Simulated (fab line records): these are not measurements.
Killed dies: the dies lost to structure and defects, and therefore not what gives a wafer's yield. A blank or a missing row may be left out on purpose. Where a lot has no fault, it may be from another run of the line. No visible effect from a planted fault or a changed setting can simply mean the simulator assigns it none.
Problem report, 8D (eight disciplines) form, completed by code :: flow nandHarc :: the parts of the form that need people (team, actions taken, sign-off) are left out

1. THE PROBLEM
Wafers without a fault read 81.3 s, standard deviation 0.45; runLengthS at NHARC_A_WL_FILL_ETCHBACK_05 reads a mean of 47.1 s on 4 wafers belonging to 2 lots. That puts it -76 standard deviations away from the usual mean.
The step: etches the open film in Cl2/BCl3, target depth 22 nm, time 60 s.
The first sign was on wafer L825.2 at day 24 03:04, on rieMetal-03. The record holds 18 wafers of 6 lots with a number at this step. The rule behind "out" and "out of limits": a value lying over 4 standard deviations away from the usual mean. Any other wafer with a number is counted as sound.

2. WHAT IT IS, WHAT IT ISN'T
question: which readings at this step
is: runLengthS
is not: drypumpMotorCurrentA, oesProductAu

question: which lots
is: L825, L827
is not: L820, L834, L835, L839

question: which wafers of those lots
is: L825.2, L825.6, L827.2, L827.6
is not: L825.4, L827.1

question: read on which tools
is: rieMetal-03
is not: rieMetal-01

question: when
is: from day 24 03:04
is not: up to then (4 sound wafers); but 10 sound wafers of L827, L834, L835, L839 came after

3. SUSPECTS, AND WHAT RULES EACH OUT
Counting: any tool at a process step up to the reading remains a suspect provided it ran every lot that is out. Sound lots after the first of them don't rule it out here, since some wafers of a struck lot are sound.
- aldMetal-01 at NHARC_A_WL_FILL_ALD_02 (deposits TiN, target thk 2 nm, pulse time 3 s, ald cycles 100): kept. It ran every lot that is out, first L825 (day 24 02:00).
- cvdW-02 at NHARC_A_WL_FILL_CVD_03 (deposits W, target thk 40 nm, time 279 s): kept. Every lot that is out went through it, the first being L825 (day 24 02:26); the last sound lot it ran before that was L820 (day 21 22:09).
- rieMetal-03 at NHARC_A_WL_FILL_ETCHBACK_04 (etches the open film in NF3, target depth 60 nm, time 120 s): kept. Every lot that is out went through it, the first being L825 (day 24 02:49); the last sound lot it ran before that was L820 (day 21 22:32).
- rieMetal-03 at NHARC_A_WL_FILL_ETCHBACK_05 (etches the open film in Cl2/BCl3, target depth 22 nm, time 60 s): kept. Every lot that is out went through it, the first being L825 (day 24 03:04); the last sound lot it ran before that was L820 (day 21 22:46). On those wafers its own readings are out: runLengthS.
Left after counting: aldMetal-01 at NHARC_A_WL_FILL_ALD_02, cvdW-02 at NHARC_A_WL_FILL_CVD_03, rieMetal-03 at NHARC_A_WL_FILL_ETCHBACK_04, rieMetal-03 at NHARC_A_WL_FILL_ETCHBACK_05.

4. THE CAUSE (what the simulator had put in)
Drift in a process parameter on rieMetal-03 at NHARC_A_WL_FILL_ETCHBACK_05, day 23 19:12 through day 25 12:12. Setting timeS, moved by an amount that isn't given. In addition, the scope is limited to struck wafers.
Counting left 4 suspects, and this tool is among them.

5. THE EFFECT CHAIN, in route order
Each row: a reading whose mean over the struck wafers that have a number lies more than 3 standard deviations from the usual. Scope: only readings with a usual standard deviation given in the record; hours: median across lots of the time from each lot's start at the first step in this table that gives one to its start at this step; sigmas: change in usual standard deviations.
hours: 0
step: NHARC_A_WL_FILL_ETCHBACK_05
reading: runLengthS
usual: 81.3 s
on struck wafers: 47.1
change: -34.2
sigmas: -76
Here are the process steps it includes:
- NHARC_A_WL_FILL_ETCHBACK_05: etches the open film in Cl2/BCl3, target depth 22 nm, time 60 s.

6. WHAT WOULD HAVE CAUGHT IT SOONER
In this record no reading fell out of limits until day 24 03:04, 8 hours after the fault had begun at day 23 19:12.
